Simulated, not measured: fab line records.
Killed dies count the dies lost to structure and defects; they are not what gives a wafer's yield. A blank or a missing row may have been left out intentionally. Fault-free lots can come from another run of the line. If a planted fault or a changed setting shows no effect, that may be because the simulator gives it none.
fab line records	flow nand-harc
record: lots: 11	wafers: 33	last-day: 34
route steps=1302 shown A_CHANNEL_HOLE_D2@590 A_CHANNEL_FILL_D2@612 END@1301
lots that met no fault: taken from a fault-free run of the same line
start-h: hours from the record's first day to the start of the lot's first wafer shown	wait-h: how many hours have passed since the lot's step before this one	" as in the row above	L1.1+2: one row covering several wafers at once	- no value, or no start was given	* or withheld: withheld	< > ~ a bound
route shown NAME@n: names a module that has steps shown in the file, with the first one's number in the route	usual: average and standard deviation across the fault-free wafers	same: alike in all rows	chamber/n: place in a boat	sites: readings site by site	_std_site: standard deviation across them	_edge_site: outer sites' mean less inner sites'	radius-mm: for every site, how far away it sits from the centre of the wafer	mask NAME#n: copy n	behind: the last tool/chamber to shape the wafer	hold: cause of the lot's hold/its duration in hours/its outcome	device: the n, p or np transistor that did not switch	end of line: tests of these same wafers at the route's end	for a step that has no rows: nothing shown but its recipe	killed: at the first sort, the dies lost to defects and structure; wafer yield is something else	map: shows each die of a wafer: x if killed, . if not, _ if none is there
set.NAME: the setting that was run; set.NAME@STEP: the one run at that earlier step	model.NAME: the simulator's own value behind a step, which no gauge read
route steps across a sampled set of lots; one table per step, one row per wafer
services: the hour from which a tool's chamber was out of use, counted from the record's first day as start-h (under 0 if before that day), plus the number of hours and why
== steps ==
step: NHARC_A_CHANNEL_HOLE_D2_CD_MEAS_18
usual: cd-nm: 100/3.7
lot.wafer	tool	chamber	start-h	wait-h	cd-nm
L725.1	cd-sem-03	-	315.47	-	101
L725.2	"	-	"	"	96
L725.3	"	-	"	"	101
L726.1	cd-sem-01	-	334.55	-	95
L726.4	"	-	"	"	109
L726.5	"	-	"	"	91
L728.1	cd-sem-03	-	350.50	-	105
L728.2	"	-	"	"	102
L728.4	"	-	"	"	95
L730.1	cd-sem-02	-	362.94	-	105
L730.3	"	-	"	"	97
L730.4	"	-	"	"	90
L735.1	cd-sem-03	-	421.34	-	100
L735.3	"	-	"	"	99
L735.6	"	-	"	"	103
L736.1	cd-sem-03	-	443.53	-	99
L736.3	"	-	"	"	99
L736.5	"	-	"	"	93
L737.1	cd-sem-03	-	445.45	-	103
L737.3	"	-	"	"	101
L737.4	"	-	"	"	99
L741.1	cd-sem-02	-	480.82	-	96
L741.2	"	-	"	"	99
L741.4	"	-	"	"	101
L743.1	cd-sem-03	-	482.85	-	102
L743.3	"	-	"	"	102
L743.4	"	-	"	"	98
L745.1	cd-sem-03	-	507.11	-	101
L745.2	"	-	"	"	96
L745.5	"	-	"	"	101
L746.2	cd-sem-03	-	531.16	-	101
L746.4	"	-	"	"	96
L746.6	"	-	"	"	98
step: NHARC_A_CHANNEL_HOLE_D2_CD_MEAS_31
usual: cd-nm: 89.7/1.8
lot.wafer	tool	chamber	start-h	wait-h	cd-nm
L725.1	cd-sem-01	-	321.07	-	90.6
L725.2	"	-	"	"	88.9
L725.3	"	-	"	"	90.9
L726.1	cd-sem-02	-	340.13	-	89.1
L726.4	"	-	"	"	93.3
L726.5	"	-	"	"	89.1
L728.1	cd-sem-01	-	356.08	-	94.2
L728.2	"	-	"	"	92.0
L728.4	"	-	"	"	91.1
L730.1	cd-sem-01	-	368.54	-	90.8
L730.3	"	-	"	"	93.8
L730.4	"	-	"	"	88.6
L735.1	cd-sem-01	-	426.94	-	91.2
L735.3	"	-	"	"	89.1
L735.6	"	-	"	"	86.8
L736.1	cd-sem-03	-	449.12	-	87.8
L736.3	"	-	"	"	89.2
L736.5	"	-	"	"	88.1
L737.1	cd-sem-02	-	453.26	0.1	88.2
L737.3	"	-	"	"	88.2
L737.4	"	-	"	"	88.4
L741.1	cd-sem-02	-	486.84	-	90.4
L741.2	"	-	"	"	89.0
L741.4	"	-	"	"	91.7
L743.1	cd-sem-03	-	494.37	-	88.2
L743.3	"	-	"	"	91.0
L743.4	"	-	"	"	90.6
L745.1	cd-sem-01	-	516.80	-	90.2
L745.2	"	-	"	"	89.3
L745.5	"	-	"	"	90.0
L746.2	cd-sem-02	-	540.78	-	92.0
L746.4	"	-	"	"	88.7
L746.6	"	-	"	"	89.9
step: NHARC_A_CHANNEL_FILL_D2_ALD_02
recipe: target-thk-a: 60	pulse-time-s: 10	ald-cycles: 60	temp-c: 300	material: SiO2
usual: ald-cycles: 60/0	heater-power-outer-w: 257/44	heater-power-w: 473/78	precursor-pulse-height-rel: 0.998/0.021
lot.wafer	tool	chamber	start-h	wait-h	ald-cycles	heater-power-outer-w	heater-power-w	precursor-pulse-height-rel
L725.2	ald-hk-02	3	321.45	-	60	310	531	0.962
L725.3	"	0	"	"	60	248	413	1.015
L725.1	"	1	"	"	60	228	435	1.009
L726.1	ald-hk-02	2	340.52	-	60	330	600	0.989
L726.4	"	1	"	"	60	229	443	1.022
L726.5	"	3	"	"	60	309	526	1.046
L728.4	ald-hk-01	3	356.47	-	60	311	553	0.982
L728.2	"	1	"	"	60	306	566	1.015
L728.1	"	2	"	"	60	201	381	1.027
L730.3	ald-hk-04	1	368.92	-	60	235	453	0.974
L730.1	"	2	"	"	60	221	399	1.021
L730.4	"	0	"	"	60	256	506	1.013
L735.1	ald-hk-02	0	427.47	-	-	-	-	-
L735.3	"	1	"	"	-	-	-	-
L735.6	"	2	"	"	-	-	-	-
L736.1	ald-hk-02	1	449.51	-	-	-	-	-
L736.3	"	3	"	"	-	-	-	-
L736.5	"	1	"	"	-	-	-	-
L737.3	ald-hk-02	0	453.64	-	-	-	-	-
L737.1	"	1	"	"	-	-	-	-
L737.4	"	3	"	"	-	-	-	-
L741.2	ald-hk-01	3	487.23	-	60	312	573	0.995
L741.4	"	1	"	"	60	303	594	0.958
L741.1	"	2	"	"	60	209	404	1.016
L743.3	ald-hk-02	2	495.45	-	60	351	619	1.017
L743.4	"	0	"	"	60	243	419	0.939
L743.1	"	1	"	"	60	221	441	1.001
L745.2	ald-hk-01	0	517.17	-	60	197	362	0.996
L745.1	"	3	"	"	60	313	570	1.013
L745.5	"	0	"	"	60	200	364	0.985
L746.4	ald-hk-01	2	541.31	-	60	217	425	0.983
L746.2	"	3	"	"	60	309	568	0.997
L746.6	"	2	"	"	60	211	403	1.031
step: NHARC_A_CHANNEL_FILL_D2_ALD_14
recipe: target-thk-a: 25	pulse-time-s: 10	ald-cycles: 25	temp-c: 300	material: SiO2
usual: heater-power-outer-w: 260/45	heater-power-w: 475/76	precursor-pulse-height-rel: 0.999/0.021
same: ald-cycles: 25
lot.wafer	tool	chamber	start-h	wait-h	heater-power-outer-w	heater-power-w	precursor-pulse-height-rel
L725.2	ald-hk-02	2	328.51	0.0	335	606	1.002
L725.1	"	3	"	"	308	538	0.974
L725.3	"	1	"	"	232	430	1.004
L726.1	ald-hk-01	0	347.54	0.0	207	381	0.981
L726.4	"	3	"	"	318	554	0.966
L726.5	"	0	"	"	209	371	1.004
L728.1	ald-hk-02	0	363.47	0.0	239	410	0.999
L728.4	"	1	"	"	233	437	1.022
L728.2	"	2	"	"	346	627	1.014
L730.3	ald-hk-02	2	375.94	0.1	352	611	1.009
L730.4	"	3	"	"	279	481	1.012
L730.1	"	0	"	"	233	423	0.961
L735.3	ald-hk-01	0	434.41	0.1	204	386	1.033
L735.1	"	1	"	"	291	565	1.003
L735.6	"	3	"	"	308	548	1.004
L736.3	ald-hk-02	0	456.48	0.0	241	427	1.014
L736.1	"	3	"	"	284	490	1.006
L736.5	"	1	"	"	227	439	0.990
L737.1	ald-hk-01	1	460.72	0.1	305	587	0.998
L737.4	"	2	"	"	201	396	0.991
L737.3	"	0	"	"	205	387	0.958
L741.4	ald-hk-04	2	495.04	0.8	213	379	0.973
L741.1	"	3	"	"	267	487	0.993
L741.2	"	0	"	"	255	472	0.978
L743.3	ald-hk-04	2	503.72	1.2	221	391	1.010
L743.4	"	0	"	"	256	462	1.022
L743.1	"	1	"	"	219	417	1.015
L745.1	ald-hk-01	3	524.48	0.1	312	557	0.993
L745.2	"	1	"	"	300	602	0.987
L745.5	"	2	"	"	216	397	1.016
L746.4	ald-hk-04	1	550.09	1.5	215	434	0.989
L746.2	"	0	"	"	254	482	0.983
L746.6	"	1	"	"	219	434	1.008
step: NHARC_END_WLT_00
usual: VT_DECK1_BOTTOM: 0.869/0.0081	VT_DECK1_BOTTOM_INNER: 0.871/0.0082	VT_DECK1_MEDIAN_NEAR_BOTTOM: 0.871/0.008	VT_DECK1_MEDIAN_NEAR_BOTTOM_INNER: 0.871/0.0079	VT_DECK1_MIDDLE: 0.882/0.0074	VT_DECK1_MIDDLE_INNER: 0.882/0.0073	VT_DECK1_TOP: 0.892/0.0067	VT_DECK1_TOP_INNER: 0.893/0.007	VT_DECK2_BOTTOM: 0.871/0.0084	VT_DECK2_BOTTOM_INNER: 0.871/0.0077	VT_DECK2_MEDIAN_NEAR_BOTTOM: 0.871/0.0081	VT_DECK2_MEDIAN_NEAR_BOTTOM_INNER: 0.873/0.0079	VT_DECK2_MIDDLE: 0.884/0.0076	VT_DECK2_MIDDLE_INNER: 0.884/0.0074	VT_DECK2_TOP: 0.896/0.0071	VT_DECK2_TOP_INNER: 0.896/0.0077
lot.wafer	tool	chamber	start-h	wait-h	hold	VT_DECK1_BOTTOM	VT_DECK1_BOTTOM_INNER	VT_DECK1_MEDIAN_NEAR_BOTTOM	VT_DECK1_MEDIAN_NEAR_BOTTOM_INNER	VT_DECK1_MIDDLE	VT_DECK1_MIDDLE_INNER	VT_DECK1_TOP	VT_DECK1_TOP_INNER	VT_DECK2_BOTTOM	VT_DECK2_BOTTOM_INNER	VT_DECK2_MEDIAN_NEAR_BOTTOM	VT_DECK2_MEDIAN_NEAR_BOTTOM_INNER	VT_DECK2_MIDDLE	VT_DECK2_MIDDLE_INNER	VT_DECK2_TOP	VT_DECK2_TOP_INNER
L725.1	prober-02	-	582.19	0.1	-	0.873	0.869	0.873	0.875	0.882	0.881	0.884	0.895	0.862	0.859	0.869	0.870	0.881	0.881	0.887	0.887
L725.2	"	-	"	"	-	0.868	0.863	0.869	0.873	0.876	0.878	0.888	0.889	0.867	0.859	0.860	0.872	0.875	0.883	0.886	0.892
L725.3	"	-	"	"	-	0.864	0.865	0.879	0.866	0.884	0.884	0.895	0.887	0.863	0.868	0.870	0.866	0.875	0.869	0.876	0.884
L726.1	prober-01	-	591.78	0.0	-	0.879	0.880	0.869	0.883	0.889	0.884	0.880	0.894	0.869	0.871	0.873	0.871	0.879	0.883	0.898	0.899
L726.4	"	-	593.26	1.5	-	0.864	0.870	0.873	0.871	0.885	0.882	0.886	0.900	0.883	0.878	0.882	0.881	0.900	0.896	0.897	0.901
L726.5	"	-	"	"	-	0.861	0.863	0.869	0.862	0.880	0.884	0.893	0.893	0.864	0.873	0.867	0.868	0.877	0.877	0.902	0.896
L728.1	prober-01	-	603.07	0.0	-	0.876	0.877	0.870	0.881	0.894	0.876	0.898	0.898	0.886	0.886	0.880	0.890	0.899	0.891	0.908	0.899
L728.2	"	-	"	"	-	0.882	0.878	0.880	0.880	0.899	0.888	0.902	0.890	0.880	0.879	0.884	0.882	0.894	0.887	0.900	0.896
L728.4	"	-	"	"	-	0.863	0.874	0.870	0.883	0.892	0.875	0.895	0.902	0.876	0.883	0.878	0.877	0.885	0.886	0.900	0.892
L730.1	prober-01	-	636.02	0.0	-	0.870	0.869	0.877	0.872	0.886	0.879	0.896	0.894	0.872	0.877	0.880	0.878	0.887	0.886	0.893	0.895
L730.3	"	-	"	"	-	0.871	0.872	0.876	0.876	0.887	0.882	0.898	0.883	0.887	0.881	0.884	0.880	0.894	0.894	0.899	0.896
L730.4	"	-	"	"	-	0.875	0.877	0.876	0.881	0.885	0.885	0.891	0.895	0.861	0.869	0.866	0.868	0.878	0.880	0.889	0.889
L735.1	prober-02	-	680.97	0.1	await-dispo/0.2h/release	5.940	6.009	6.019	5.999	5.963	5.991	6.009	6.047	6.009	6.004	6.022	6.046	6.008	6.033	5.996	5.987
L735.3	"	-	681.98	1.1	await-dispo/0.2h/release	6.014	6.001	6.011	6.018	5.954	5.997	5.983	5.977	5.950	6.008	6.047	6.000	5.987	6.040	5.996	5.985
L735.6	"	-	683.50	2.6	await-dispo/0.2h/release	6.026	6.011	6.000	6.021	6.061	6.003	5.977	6.042	5.991	6.025	5.976	6.021	6.049	5.949	5.984	5.936
L735.1	prober-02	-	688.75	7.3	-	6.070	5.941	5.979	6.006	6.010	6.050	6.011	5.969	6.035	5.963	5.998	6.007	6.003	6.006	5.982	5.948
L735.3	"	-	689.76	7.3	-	6.027	6.006	5.965	6.008	6.007	6.000	6.016	5.965	5.969	6.034	5.983	6.000	6.021	5.991	5.976	5.990
L735.6	"	-	691.28	7.3	-	6.031	5.936	6.004	5.963	5.945	6.006	5.979	5.989	6.021	5.983	5.998	5.967	5.993	6.023	5.973	5.975
L736.1	prober-01	-	702.03	0.0	await-dispo/0.2h/release	6.051	5.988	6.046	6.015	6.015	5.957	6.013	5.972	6.003	5.988	6.041	6.018	6.033	6.016	5.979	6.060
L736.3	"	-	703.03	1.1	await-dispo/0.2h/release	6.003	5.979	5.972	6.035	6.015	6.024	5.990	5.979	6.023	6.030	5.969	5.970	6.028	6.005	5.966	6.038
L736.5	"	-	704.04	2.1	await-dispo/0.2h/release	5.964	5.974	6.020	5.980	6.019	6.031	5.996	6.036	6.005	6.019	6.007	6.001	6.012	5.969	5.971	5.960
L736.1	prober-01	-	709.84	7.3	-	5.996	6.052	6.055	6.012	6.031	6.009	5.994	5.980	6.023	5.972	6.022	5.998	5.984	5.933	6.037	5.965
L736.3	"	-	710.85	7.3	-	5.977	6.042	5.967	5.997	5.951	5.944	5.971	5.990	6.031	6.036	5.941	5.996	6.034	6.000	5.973	5.977
L736.5	"	-	711.86	7.3	-	6.023	5.970	5.950	6.013	5.970	5.961	6.001	6.023	5.994	5.951	5.985	5.990	5.978	5.972	5.996	6.008
L737.1	prober-02	-	702.04	0.1	await-dispo/0.2h/release	6.025	6.002	5.965	5.976	6.011	6.052	6.033	5.988	6.026	5.975	5.978	6.002	5.987	6.024	5.981	6.029
L737.3	"	-	703.04	1.1	await-dispo/0.2h/release	6.027	6.040	6.001	5.931	6.034	5.985	6.059	5.985	6.055	6.024	5.988	6.036	5.964	5.989	6.026	5.965
L737.4	"	-	"	"	await-dispo/0.2h/release	6.050	6.042	6.007	5.974	6.012	6.057	6.005	5.968	6.030	5.957	6.004	5.974	6.044	5.993	5.952	6.029
L737.1	prober-02	-	709.78	7.2	-	6.079	5.965	6.004	6.013	5.989	6.024	6.016	6.031	6.031	5.953	6.037	5.980	6.030	6.016	5.975	5.986
L737.3	"	-	710.78	7.2	-	5.939	6.056	5.974	6.048	5.958	5.974	5.970	6.014	5.991	6.001	5.938	6.003	5.960	6.027	5.996	6.023
L737.4	"	-	"	"	-	5.984	6.013	6.023	6.042	6.006	6.027	6.048	6.025	5.965	6.005	6.052	5.972	6.022	5.987	6.025	6.012
L741.1	prober-01	-	743.44	0.0	-	0.873	0.877	0.879	0.880	0.896	0.893	0.900	0.895	0.874	0.864	0.873	0.866	0.880	0.882	0.886	0.887
L741.2	"	-	"	"	-	0.890	0.888	0.885	0.881	0.885	0.897	0.899	0.899	0.868	0.865	0.871	0.874	0.878	0.884	0.901	0.901
L741.4	"	-	"	"	-	0.881	0.878	0.882	0.880	0.897	0.897	0.892	0.902	0.878	0.874	0.874	0.873	0.886	0.887	0.895	0.895
L743.1	prober-02	-	743.45	0.1	-	0.889	0.893	0.887	0.887	0.894	0.890	0.909	0.911	0.871	0.875	0.878	0.875	0.880	0.888	0.893	0.899
L743.3	"	-	744.46	1.1	-	0.880	0.876	0.876	0.876	0.901	0.892	0.909	0.903	0.887	0.887	0.886	0.893	0.884	0.892	0.907	0.903
L743.4	"	-	"	"	-	0.881	0.875	0.881	0.886	0.895	0.886	0.902	0.901	0.874	0.879	0.878	0.882	0.891	0.898	0.898	0.905
L745.1	prober-01	-	774.73	0.0	-	0.862	0.867	0.866	0.870	0.879	0.872	0.888	0.889	0.876	0.873	0.878	0.879	0.884	0.888	0.896	0.902
L745.2	"	-	"	"	-	0.874	0.865	0.872	0.870	0.878	0.867	0.886	0.884	0.868	0.861	0.866	0.873	0.880	0.880	0.893	0.896
L745.5	"	-	776.74	2.1	-	0.865	0.857	0.866	0.864	0.868	0.880	0.886	0.882	0.876	0.868	0.886	0.870	0.888	0.885	0.895	0.889
L746.2	prober-02	-	800.07	0.6	-	0.866	0.869	0.864	0.875	0.882	0.878	0.884	0.889	0.881	0.874	0.877	0.880	0.886	0.889	0.893	0.897
L746.4	"	-	801.07	1.6	-	0.862	0.862	0.865	0.862	0.879	0.877	0.884	0.886	0.878	0.865	0.873	0.870	0.889	0.882	0.894	0.903
L746.6	"	-	802.07	2.6	-	0.872	0.876	0.875	0.867	0.868	0.876	0.887	0.887	0.872	0.877	0.875	0.859	0.886	0.881	0.900	0.902
step: NHARC_END_SORT_01
recipe: temp-c: 25
usual: defect-limited-yield: 90.5/2.4	killed-at-array: 59/16	killed-at-other: 0.7/1.1	killed-at-periphery: 4/3	killed-dies: 64/16	killed-open: 3.4/1.8	killed-short: 2.6/1.7
same: gross-dies: 677
lot.wafer	tool	chamber	start-h	wait-h	defect-limited-yield[%]	killed-at-array	killed-at-other	killed-at-periphery	killed-dies	killed-open	killed-short
L725.1	prober-02	0	585.16	2.5	87.4	83	1	1	85	1	2
L725.2	prober-02	0	585.96	2.8	90.0	65	2	1	68	2	4
L725.3	prober-02	0	586.76	3.1	89.1	74	0	0	74	1	4
L726.1	prober-01	0	594.74	2.5	88.3	75	1	3	79	4	3
L726.4	prober-01	0	597.16	3.4	89.5	68	0	3	71	5	4
L726.5	prober-01	0	597.97	3.7	87.9	81	0	1	82	4	3
L728.1	prober-01	0	606.06	2.5	89.8	61	0	8	69	4	8
L728.2	prober-01	0	606.85	2.8	91.7	53	0	3	56	0	2
L728.4	prober-01	0	608.44	3.4	92.2	46	0	7	53	4	3
L730.1	prober-01	0	638.96	2.4	88.0	67	3	11	81	3	2
L730.3	prober-01	0	640.58	3.1	87.9	72	3	7	82	2	6
L730.4	prober-01	0	641.39	3.4	86.7	81	0	9	90	4	5
L741.1	prober-01	0	746.39	2.5	88.0	77	1	3	81	3	3
L741.2	prober-01	0	747.19	2.8	88.3	73	1	5	79	6	2
L741.4	prober-01	0	748.79	3.4	88.0	79	1	1	81	2	2
L743.1	prober-02	0	746.48	2.5	90.1	64	0	3	67	1	1
L743.3	prober-02	0	748.06	3.1	87.4	81	1	3	85	1	4
L743.4	prober-02	0	748.85	3.4	90.7	59	1	3	63	1	2
L745.1	prober-01	0	777.75	2.5	92.6	46	2	2	50	6	6
L745.2	prober-01	0	778.56	2.8	91.4	54	0	4	58	3	5
L745.5	prober-01	0	780.99	3.7	88.5	72	2	4	78	7	3
L746.2	prober-02	0	803.38	2.8	91.4	53	0	5	58	3	2
L746.4	prober-02	0	804.99	3.4	89.2	68	1	4	73	1	5
L746.6	prober-02	0	806.61	4.0	90.8	57	1	4	62	5	1
killed by level:class
L725.1 A_CHANNEL_HOLE_D1:chamber-film-flake=38 A_SLIT:chamber-film-flake=26 A_CHANNEL_HOLE_D2:chamber-film-flake=7 A_STAIRCASE:chamber-film-flake=4 A_M1:chamber-film-flake=3 A_WL_FILL:chamber-film-flake=2 P_STI:geometric-particle:short=1 A_ONON_D1:geometric-particle:short=1
L725.2 A_CHANNEL_HOLE_D1:chamber-film-flake=33 A_SLIT:chamber-film-flake=17 A_CHANNEL_HOLE_D2:chamber-film-flake=3 A_WL_FILL:chamber-film-flake=2 A_STAIRCASE:chamber-film-flake=2 A_M1:chamber-film-flake=2 THIN_TSV:chamber-film-flake=2 P_M1:geometric-particle:short=1
L725.3 A_CHANNEL_HOLE_D1:chamber-film-flake=32 A_SLIT:chamber-film-flake=23 A_CHANNEL_HOLE_D2:chamber-film-flake=6 A_STAIRCASE:chamber-film-flake=4 A_ONON_D1:geometric-particle:short=2 A_CONTACT:unspecified=2 A_CHANNEL_HOLE_D1:geometric-particle:short=1 A_DECK1_JOINT:geometric-particle:open=1
L726.1 A_CHANNEL_HOLE_D1:chamber-film-flake=31 A_SLIT:chamber-film-flake=18 A_CHANNEL_HOLE_D2:chamber-film-flake=10 A_CONTACT:chamber-film-flake=4 A_STAIRCASE:chamber-film-flake=3 A_ONON_D1:geometric-particle:open=2 A_CHANNEL_FILL_D2:chamber-film-flake=2 P_GATE:geometric-particle:short=1
L726.4 A_CHANNEL_HOLE_D1:chamber-film-flake=33 A_SLIT:chamber-film-flake=11 A_CHANNEL_HOLE_D2:chamber-film-flake=9 A_STAIRCASE:chamber-film-flake=3 A_CONTACT:chamber-film-flake=3 A_WL_FILL:chamber-film-flake=2 P_STI:geometric-particle:open=1 P_GATE:geometric-particle:open=1
L726.5 A_CHANNEL_HOLE_D1:chamber-film-flake=35 A_SLIT:chamber-film-flake=21 A_CHANNEL_HOLE_D2:chamber-film-flake=6 A_STAIRCASE:chamber-film-flake=4 A_CONTACT:chamber-film-flake=3 A_DECK1_JOINT:geometric-particle:short=2 A_WL_FILL:geometric-particle:open=2 A_ZERO_WELL:chamber-film-flake=2
L728.1 A_CHANNEL_HOLE_D2:chamber-film-flake=35 A_CONTACT:chamber-film-flake=5 P_ZERO_WELL:chamber-film-flake=3 A_CHANNEL_HOLE_D1:chamber-film-flake=3 A_DECK1_JOINT:chamber-film-flake=3 A_CHANNEL_FILL_D2:geometric-particle:short=2 A_WL_FILL:geometric-particle:short=2 P_BONDPAD:chamber-film-flake=2
L728.2 A_CHANNEL_HOLE_D2:chamber-film-flake=31 A_STAIRCASE:chamber-film-flake=6 A_CHANNEL_HOLE_D1:chamber-film-flake=5 A_M0:chamber-film-flake=4 P_BONDPAD:chamber-film-flake=2 A_CHANNEL_FILL_D1:chamber-film-flake=2 P_M0:geometric-particle:short=1 A_CHANNEL_FILL_D2:geometric-particle:short=1
L728.4 A_CHANNEL_HOLE_D2:chamber-film-flake=29 A_M0:chamber-film-flake=4 P_ZERO_WELL:chamber-film-flake=3 P_BONDPAD:chamber-film-flake=3 A_CHANNEL_HOLE_D1:chamber-film-flake=2 A_CONTACT:chamber-film-flake=2 P_M0:geometric-particle:open=1 A_ONON_D1:geometric-particle:open=1
L730.1 A_CHANNEL_HOLE_D1:chamber-film-flake=36 A_CHANNEL_HOLE_D2:chamber-film-flake=10 A_CONTACT:chamber-film-flake=9 A_WL_FILL:chamber-film-flake=5 P_STI:chamber-film-flake=4 P_M2:chamber-film-flake=4 A_STAIRCASE:chamber-film-flake=3 THIN_TSV:chamber-film-flake=2
L730.3 A_CHANNEL_HOLE_D1:chamber-film-flake=34 A_CONTACT:chamber-film-flake=12 A_CHANNEL_HOLE_D2:chamber-film-flake=9 A_STAIRCASE:chamber-film-flake=5 P_STI:chamber-film-flake=3 P_M2:chamber-film-flake=3 THIN_TSV:chamber-film-flake=3 A_WL_FILL:chamber-film-flake=2
L730.4 A_CHANNEL_HOLE_D1:chamber-film-flake=32 A_CHANNEL_HOLE_D2:chamber-film-flake=13 A_CONTACT:chamber-film-flake=12 A_WL_FILL:chamber-film-flake=7 P_M2:chamber-film-flake=6 A_STAIRCASE:chamber-film-flake=4 A_WL_FILL:geometric-particle:open=2 A_DECK1_JOINT:chamber-film-flake=2
L741.1 A_SLIT:chamber-film-flake=34 A_CHANNEL_HOLE_D1:chamber-film-flake=30 A_CONTACT:chamber-film-flake=5 P_M0:geometric-particle:open=1 P_M2:geometric-particle:short=1 A_CHANNEL_HOLE_D1:geometric-particle:short=1 A_DECK1_JOINT:geometric-particle:open=1 A_DECK1_JOINT:geometric-particle:short=1
L743.1 A_CHANNEL_HOLE_D1:chamber-film-flake=33 A_CHANNEL_HOLE_D2:chamber-film-flake=15 A_CONTACT:chamber-film-flake=6 A_SLIT:chamber-film-flake=4 A_WL_FILL:chamber-film-flake=2 P_M0:geometric-particle:open=1 A_SGD_CUT:geometric-particle:short=1 P_CONTACT:chamber-film-flake=1
L741.2 A_CHANNEL_HOLE_D1:chamber-film-flake=37 A_SLIT:chamber-film-flake=19 A_CONTACT:chamber-film-flake=8 A_ZERO_WELL:chamber-film-flake=3 P_STI:geometric-particle:open=1 P_CONTACT:geometric-particle:short=1 P_CONTACT:geometric-particle:open=1 A_DECK1_JOINT:geometric-particle:open=1
L743.3 A_CHANNEL_HOLE_D1:chamber-film-flake=36 A_CHANNEL_HOLE_D2:chamber-film-flake=27 A_CONTACT:chamber-film-flake=7 A_ONON_D1:geometric-particle:short=2 P_M1:chamber-film-flake=2 A_CHANNEL_FILL_D1:chamber-film-flake=2 A_WL_FILL:chamber-film-flake=2 A_STAIRCASE:chamber-film-flake=2
L741.4 A_CHANNEL_HOLE_D1:chamber-film-flake=38 A_SLIT:chamber-film-flake=23 A_CONTACT:chamber-film-flake=9 A_STAIRCASE:chamber-film-flake=3 P_CONTACT:geometric-particle:open=1 A_ONON_D1:geometric-particle:short=1 A_DECK1_JOINT:geometric-particle:open=1 A_DECK1_JOINT:geometric-particle:short=1
L743.4 A_CHANNEL_HOLE_D1:chamber-film-flake=25 A_CHANNEL_HOLE_D2:chamber-film-flake=19 A_SLIT:chamber-film-flake=5 A_CHANNEL_FILL_D1:chamber-film-flake=3 P_M1:chamber-film-flake=2 A_WL_FILL:chamber-film-flake=2 A_CONTACT:chamber-film-flake=2 P_M0:geometric-particle:short=1
L745.1 A_CHANNEL_HOLE_D2:chamber-film-flake=14 A_SLIT:chamber-film-flake=10 A_CHANNEL_HOLE_D1:chamber-film-flake=5 A_ONON_D1:geometric-particle:open=2 A_ONON_D2:geometric-particle:short=2 A_M0:geometric-particle:open=2 A_STAIRCASE:chamber-film-flake=2 A_CONTACT:chamber-film-flake=2
L745.2 A_CHANNEL_HOLE_D2:chamber-film-flake=24 A_SLIT:chamber-film-flake=15 A_CHANNEL_HOLE_D1:chamber-film-flake=6 A_CONTACT:chamber-film-flake=4 P_STI:geometric-particle:short=1 P_CONTACT:geometric-particle:open=1 P_M1:geometric-particle:open=1 P_M2:geometric-particle:short=1
L745.5 A_SLIT:chamber-film-flake=29 A_CHANNEL_HOLE_D2:chamber-film-flake=19 A_CHANNEL_HOLE_D1:chamber-film-flake=9 A_CONTACT:chamber-film-flake=5 A_WL_FILL:geometric-particle:open=2 A_M0:chamber-film-flake=2 THIN_TSV:chamber-film-flake=2 P_STI:geometric-particle:open=1
L746.2 A_SLIT:chamber-film-flake=31 A_CHANNEL_HOLE_D1:chamber-film-flake=13 A_CONTACT:chamber-film-flake=3 P_ZERO_WELL:chamber-film-flake=2 P_M2:chamber-film-flake=2 A_STAIRCASE:chamber-film-flake=2 P_GATE:geometric-particle:open=1 A_DECK1_JOINT:geometric-particle:open=1
L746.4 A_SLIT:chamber-film-flake=34 A_CHANNEL_HOLE_D1:chamber-film-flake=16 A_STAIRCASE:chamber-film-flake=8 A_DECK1_JOINT:geometric-particle:short=2 A_WL_FILL:geometric-particle:short=2 P_M2:chamber-film-flake=2 A_DECK1_JOINT:chamber-film-flake=2 A_CONTACT:chamber-film-flake=2
L746.6 A_SLIT:chamber-film-flake=28 A_CHANNEL_HOLE_D1:chamber-film-flake=15 A_CONTACT:chamber-film-flake=6 A_M0:geometric-particle:open=2 P_M2:chamber-film-flake=2 A_STAIRCASE:chamber-film-flake=2 P_CONTACT:geometric-particle:open=1 A_DECK1_JOINT:geometric-particle:open=1
== services ==
tool	chamber	start-h	hours	kind
ald-hk-01	-	297.98	10.0	pm
ald-hk-01	0	297.98	10.0	vent-cycle
ald-hk-01	1	297.98	10.0	vent-cycle
ald-hk-01	2	297.98	10.0	vent-cycle
ald-hk-01	3	297.98	10.0	vent-cycle
ald-hk-04	-	351.85	1.2	repair
ald-hk-02	-	352.44	10.0	pm
ald-hk-02	0	352.44	10.0	vent-cycle
ald-hk-02	1	352.44	10.0	vent-cycle
ald-hk-02	2	352.44	10.0	vent-cycle
ald-hk-02	3	352.44	10.0	vent-cycle
ald-hk-02	0	362.44	-	clean
ald-hk-02	1	362.44	-	clean
ald-hk-02	2	362.44	-	clean
ald-hk-02	3	362.44	-	clean
ald-hk-04	-	418.72	2.9	repair
ald-hk-04	-	432.80	10.0	pm
ald-hk-01	-	475.98	10.0	pm
ald-hk-02	1	531.61	10.0	vent-cycle
ald-hk-02	2	531.61	10.0	vent-cycle
ald-hk-02	0	541.61	-	clean
ald-hk-02	1	541.61	-	clean
ald-hk-02	2	541.61	-	clean
ald-hk-02	3	541.61	-	clean
== key ==
first-sign: step: NHARC_A_CHANNEL_FILL_D2_ALD_02	reading: tool-record	direction: missing
effect: step: NHARC_END_WLT_00	reading: VT_DECK1_TOP	direction: up	sigmas: 99+	usual: 0.892	struck: 6.007
met-at NHARC_A_CHANNEL_FILL_D2_ALD_02
struck-lots L735,L736,L737
tester-left-out L735,L736,L737
not-acting-at NHARC_A_CHANNEL_HOLE_D2_CD_MEAS_18,NHARC_A_CHANNEL_HOLE_D2_CD_MEAS_31,NHARC_A_CHANNEL_FILL_D2_ALD_14
onset-between 340.52 427.47
fault: kind: skipped-step-whole	tool: ald-hk-02	chamber: -	onset-h: 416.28	steps: NHARC_A_CHANNEL_FILL_D2_ALD_02	scope: struck-lots-only
tester-left-out: of these lots the tester's yield and bins aren't shown, on N5 and GAA mostly nor the transistor test; their killed dies are dies lost to structure and defects alone, not to doping, threshold or leakage, so they don't give the yield
